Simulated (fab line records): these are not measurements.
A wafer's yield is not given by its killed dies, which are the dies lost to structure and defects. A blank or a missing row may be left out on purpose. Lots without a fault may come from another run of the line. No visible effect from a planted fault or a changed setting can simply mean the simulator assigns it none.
Chamber matching | flow n5 finfet | 4 sister chambers for N5_BEOL_M9_ALD_74 on ald metal-04
The step deposits TaN, target thk 2 nm, pulse time 2 s, purge time 3 s. 22 wafers are shown with their chamber, then 11 later ones without.

## EACH WAFER AND ITS CHAMBER
wafer  | chamber | heater power w (W) | susceptor temp C (C)
L074.1 | 2       | 428                | 275.22
L074.2 | 0       | 490                | 275.19
L074.4 | 1       | 495                | 275.30
L081.2 | 2       | 419                | 275.25
L081.3 | 3       | 357                | 274.97
L081.6 | 0       | 490                | 274.83
L084.2 | 3       | 348                | 275.31
L084.4 | 2       | 412                | 274.85
L084.5 | 0       | 507                | 275.10
L086.1 | 3       | 361                | 275.13
L086.4 | 0       | 480                | 275.19
L086.5 | 0       | 508                | 275.08
L087.1 | 0       | 486                | 274.76
L087.4 | 2       | 414                | 275.04
L087.5 | 2       | 430                | 275.16
L089.3 | 1       | 507                | 275.09
L089.4 | 0       | 508                | 275.08
L089.6 | 2       | 415                | 275.12
L093.1 | 0       | 501                | 275.00
L093.5 | 1       | 495                | 274.92
L093.6 | 2       | 425                | 275.10
L094.2 | 2       | 419                | 275.20

SIGNATURES (averages over the wafers above)
reading          | chamber 0 | chamber 1 | chamber 2 | chamber 3 | scatter within a chamber
heater power w   | 496.25    | 499.00    | 420.25    | 355.33    | 8.7
susceptor temp C | 275.0288  | 275.1033  | 275.1175  | 275.1367  | 0.153
Rule: distance of a wafer from a chamber = root of the sum over the readings of ((wafer's reading minus chamber's mean) / reading's scatter) squared. If the next closest chamber is less than 2 further off than the closest, the wafer can't be placed; otherwise it belongs to the closest. The scatter is the square root of a quotient: the sum, over the shown wafers, of each reading's squared deviation from its chamber's mean, divided by wafers minus chambers.

## WAFERS WHOSE CHAMBER IS MISSING
wafer  | heater power w (W) | susceptor temp C (C)
L094.4 | 507                | 275.04
L094.6 | 425                | 274.60
L095.1 | 355                | 275.05
L095.3 | 489                | 275.13
L095.5 | 410                | 274.68
L096.2 | 426                | 275.26
L096.4 | 505                | 275.07
L096.6 | 485                | 275.00
L097.2 | 415                | 275.23
L097.3 | 350                | 274.48
L097.4 | 507                | 275.06

## WHICH CHAMBER EACH WENT THROUGH
wafer  | from the rows above     | in truth
L094.4 | can't be placed: 1 or 0 | 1
L094.6 | 2                       | 2
L095.1 | 3                       | 3
L095.3 | can't be placed: 0 or 1 | 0
L095.5 | 2                       | 2
L096.2 | 2                       | 2
L096.4 | can't be placed: 1 or 0 | 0
L096.6 | can't be placed: 0 or 1 | 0
L097.2 | 2                       | 2
L097.3 | 3                       | 3
L097.4 | can't be placed: 1 or 0 | 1
Correct placement for 6 of the 11. These rows do not allow placing 5 (true chamber among the candidates in 5). Wrongly placed: 0.
